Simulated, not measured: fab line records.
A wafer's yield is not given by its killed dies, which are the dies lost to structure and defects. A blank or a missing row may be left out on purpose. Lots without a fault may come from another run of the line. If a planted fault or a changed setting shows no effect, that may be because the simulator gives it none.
A lot that was struck, set against a sound lot ; flow n5 finfet ; 37 out of 1938 route steps
Sound: wafers L104.2, L104.4, L104.6. Struck: wafer L123.6 (L123.2, L123.5, from the same lot, were not struck and are left out); the cause is given at the end.
Order at every step that has rows: each side's tool, ch and its chambers, its first start. Under that, the readings that differ: sound wafers ; struck wafers ; difference of the means ; sigmas: that difference in standard deviations of wafers without a fault.
alike: same words and numbers on both sides, and readings whose means sit less than 2 such deviations apart. not compared: any withheld reading, any reading some wafer has no value for, any bound like >300 that may hide the same value, and any number with overlapping values for which the record gives no deviation.
The two part at a step that has a row with sigmas, a row that says differs or no value, or rows on one side only. Numbers that don't overlap but have no deviation are shown without sigmas and don't part them. Lack of a reading on every wafer of one side parts them only where that side has two or more wafers.

first, 9 steps without rows for these wafers: N5_MOL_CONTACT_COAG_PRECLEAN_127 (cleans in DIW, time 57.5 s); N5_MOL_CONTACT_COAG_SRD_128 (dry time 32 s); N5_MOL_CONTACT_COAG_CMP_52 (polishes, stops on SiO2, t overpolish 1.5 s, target thk 66.5 nm); N5_MOL_CONTACT_COAG_ANNEAL_112 (time 1800 s); N5_BEOL_M0_SAQP_PECVD_00 (deposits SiCN from 3MS/NH3, target thk 8 nm, time 14 s); N5_BEOL_M0_SAQP_ILD_DEP_01 (deposits SiOC from DEMS/O2, target thk 45.419 nm, time 8.7 s); N5_BEOL_M0_SAQP_HM_DEP_02 (deposits TiN, target thk 12 nm); N5_BEOL_M0_SAQP_PECVD_03 (deposits SiCN from 3MS/NH3, target thk 12 nm, time 21.1 s); N5_BEOL_M0_SAQP_PECVD_96 (deposits a-Si from SiH4/He, target thk 45 nm, time 45.2 s).
N5_BEOL_M0_SAQP_PECVD_97: deposits SiNx from SiH4/NH3/N2, target thk 23 nm, time 19.9 s.
  sound on pecvd-04 ch 0,1, day 5 21:16; struck on pecvd-04 ch 1, day 11 01:22
reading;sound;struck;difference;sigmas
model.SiNx_of_BEOL_M0_SAQP_PECVD_97.thk nm (nm);22.4 23 23;40.4;+17.6;
  alike: heater power w, showerhead plenum p Torr, showerhead vpp V, throttle valve pct
then, 24 steps without rows for these wafers: N5_BEOL_M0_SAQP_PECVD_04 (deposits a-Si from SiH4/He, target thk 60 nm, time 60.2 s); N5_BEOL_M0_SAQP_HM_DEP_111 (deposits SiO2 from SiH4/N2O, target thk 12 nm, time 7.2 s); N5_BEOL_M0_SAQP_COAT_81 (time 60 s, resist thk 100 nm); N5_BEOL_M0_SAQP_COAT_82 (time 60 s, resist thk 30 nm); N5_BEOL_M0_SAQP_COAT_08 (resist thk 90 nm); N5_BEOL_M0_SAQP_EBR_10; N5_BEOL_M0_SAQP_SOFTBAKE_09 (time 60 s); N5_BEOL_M0_SAQP_EXPOSE_11 (exposes mask M0 CORE, target cd 42 nm); N5_BEOL_M0_SAQP_PEB_12 (peb time 60 s); N5_BEOL_M0_SAQP_DEVELOP_13 (develop time 30 s); N5_BEOL_M0_SAQP_DESCUM_19 (chemistry O2, time 7.9 s); N5_BEOL_M0_SAQP_ETCH_83 (etches SiARC in CF4, target depth 39 nm, time 65 s); N5_BEOL_M0_SAQP_ETCH_84 (etches SOC in N2/H2, target depth 100 nm, overetch 20 nm, time 150 s); N5_BEOL_M0_SAQP_STRIP_80 (strips in N2/H2); N5_BEOL_M0_SAQP_HM_OPEN_112 (chemistry CHF3/O2, target SiO2, stops on a-Si, target depth 12 nm, time 13.5 s); N5_BEOL_M0_SAQP_STRIP_113 (strips in CHF3/O2); N5_BEOL_M0_SAQP_MANDREL_ETCH_20 (etches a-Si in HBr/Cl2, stops on SiNx, target depth 60 nm, bt time 10 s, time 30 s); N5_BEOL_M0_SAQP_STRIP_86 (strips in N2/H2); N5_BEOL_M0_SAQP_STRIP_115 (strips in post etch residue remover, time 60 s); N5_BEOL_M0_SAQP_SRD_93 (time 30 s); N5_BEOL_M0_SAQP_RECESS_114 (chemistry HF/NH3, target SiO2, target depth 14.4 nm, afs cycles 3, sublimation time 60 s); N5_BEOL_M0_SAQP_SPACER1_ALD_98 (deposits SiO2, target thk 12.8 nm, pulse time 1 s, purge time 2 s); N5_BEOL_M0_SAQP_SPACER1_ETCHBACK_99 (etches SiO2 in CHF3/O2, target depth 15.4 nm, time 7.7 s); N5_BEOL_M0_SAQP_MANDREL1_REMOVE_100 (chemistry HBr/Cl2/O2, target a-Si, stops on SiNx, bt time 10 s).
N5_BEOL_M0_SAQP_ETCH_106: etches SOC in N2/H2, stops on SiNx, target depth 150 nm.
  sound on rie diel-03 ch 1,2, day 6 00:56; struck on rie diel-01 ch 2, day 11 04:13
reading;sound;struck;difference;sigmas
showerhead plenum p Torr (Torr);2.62 2.61 2.62;2.43;-0.19;-2
model.SiNx_of_BEOL_M0_SAQP_PECVD_97.thk nm (nm);14.8 15.2 15.2;32.6;+17.5;
  alike: drypump motor current A, oes product au, rf vpp V, throttle valve pct
  not compared: rf hours counter h
N5_BEOL_M4_RC_MEAS_101:
  the record has rows for the sound wafers here (prober-02 ch 0, day 8 10:31) and none for the struck ones
-- record jumps: 6 days separate the struck wafers' starts on either side; left off in module BEOL_M4, taken up again in module PASSIVATION, whose first shown step is the route's number 1936 --
N5_PASSIVATION_PROBE_49:
  rows exist in the record for the struck wafers here (prober-02, day 17 11:11), but not for the sound ones

== WHERE THEY PART ==
Earliest at N5_BEOL_M0_SAQP_ETCH_106; latest, in this record, at N5_PASSIVATION_PROBE_49.

WHY: the cause the simulator had injected
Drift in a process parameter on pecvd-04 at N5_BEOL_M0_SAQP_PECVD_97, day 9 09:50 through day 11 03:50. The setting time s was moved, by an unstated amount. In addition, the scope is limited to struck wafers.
